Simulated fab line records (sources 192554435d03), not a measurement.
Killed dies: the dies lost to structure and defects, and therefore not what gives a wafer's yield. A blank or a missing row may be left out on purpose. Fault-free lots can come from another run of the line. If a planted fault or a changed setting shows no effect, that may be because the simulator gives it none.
Which tool did it? ; flow n5Finfet ; 10 lots with 30 wafers sampled at 4 steps, on a route of 1938 steps

WHAT THE GAUGES READ, wafer by wafer
N5_BEOL_M7_CD_MEAS_35: target cd 40 nm.
lot;measured;on;cdNm (nm)
L646;day 11 05:05;cdSem-01;39.9 39.1 39.9
L641;day 11 05:27;cdSem-03;39.7 40.1 39.4
L648;day 11 05:29;cdSem-02;39.8 40.5 39.7
L650;day 12 00:07;cdSem-01;40.2 40.5 40.4
L651;day 12 00:34;cdSem-03;40.3 40.7 40.8
L654;day 13 18:26;cdSem-01;39.6 39.9 39.4
L655;day 13 18:29;cdSem-03;39.8 40.6 39.5
L658;day 14 03:43;cdSem-03;40.0 39.0 39.6
L661;day 15 10:00;cdSem-01;40.7 40.4 40.3
L664;day 15 18:54;cdSem-01;40.3 40.5 40.3

WHAT TOOL EACH LOT RAN ON (gives the tool, then ch and the chambers of the sampled wafers, and finally the start)
lot;N5_BEOL_M7_ETCH_65;N5_BEOL_M7_ETCH_66;N5_BEOL_M7_VIA_ETCH_34
L646;rieDiel-04 ch 1,3, day 11 04:33;rieDiel-04 ch 1,3, day 11 04:35;rieDiel-04 ch 1,3, day 11 04:41
L641;rieDiel-06 ch 0,1,2, day 11 04:55;rieDiel-06 ch 0,1,2, day 11 04:57;rieDiel-06 ch 0,1,2, day 11 05:03
L648;rieDiel-04 ch 2,3, day 11 04:57;rieDiel-04 ch 2,3, day 11 04:59;rieDiel-04 ch 2,3, day 11 05:05
L650;rieDiel-04 ch 2,3, day 11 23:35;rieDiel-04 ch 2,3, day 11 23:37;rieDiel-04 ch 2,3, day 11 23:43
L651;rieDiel-04 ch 0,2, day 12 00:01;rieDiel-04 ch 0,2, day 12 00:03;rieDiel-04 ch 0,2, day 12 00:09
L654;rieDiel-06 ch 1,3, day 13 17:55;rieDiel-06 ch 1,3, day 13 17:56;rieDiel-06 ch 1,3, day 13 18:02
L655;rieDiel-04 ch 0,1,2, day 13 17:58;rieDiel-04 ch 0,1,2, day 13 17:59;rieDiel-04 ch 0,1,2, day 13 18:05
L658;rieDiel-04 ch 1,2, day 14 03:11;rieDiel-04 ch 1,2, day 14 03:13;rieDiel-04 ch 1,2, day 14 03:19
L661;rieDiel-04 ch 0,1,2, day 15 09:28;rieDiel-04 ch 0,1,2, day 15 09:29;rieDiel-04 ch 0,1,2, day 15 09:35
L664;rieDiel-06 ch 1,2,3, day 15 18:22;rieDiel-06 ch 1,2,3, day 15 18:24;rieDiel-06 ch 1,2,3, day 15 18:30
- N5_BEOL_M7_ETCH_65: etches SiARC in CF4, target depth 15.6 nm, time 26 s.
- N5_BEOL_M7_ETCH_66: etches SOC in N2/H2, target depth 80 nm, overetch 16 nm, time 120 s.
- N5_BEOL_M7_VIA_ETCH_34: etches SiCOH lowk in C4F6/O2, target depth 125.5 nm, time 50.5 s.

THE ANSWER, worked out from the rows above alone
Rule: the lots themselves supply what counts as usual. The widest of any qualifying gaps counts: lots, ordered by their means at a reading, are off when they make up no more than a third of the lots, leave a main group of 4 or more, and stand apart from it by 3 or more times the standard deviation of that group's means. A main group is skipped when, at the precision printed for the reading in the tables above, its means are all equal. Also off: a lot with no number at a reading for which 4 or more lots have one. All remaining lots with rows at the step are treated as sound.
Nothing can be told from this: no lot is off at any reading shown.

WHAT THE SIMULATOR PUT IN
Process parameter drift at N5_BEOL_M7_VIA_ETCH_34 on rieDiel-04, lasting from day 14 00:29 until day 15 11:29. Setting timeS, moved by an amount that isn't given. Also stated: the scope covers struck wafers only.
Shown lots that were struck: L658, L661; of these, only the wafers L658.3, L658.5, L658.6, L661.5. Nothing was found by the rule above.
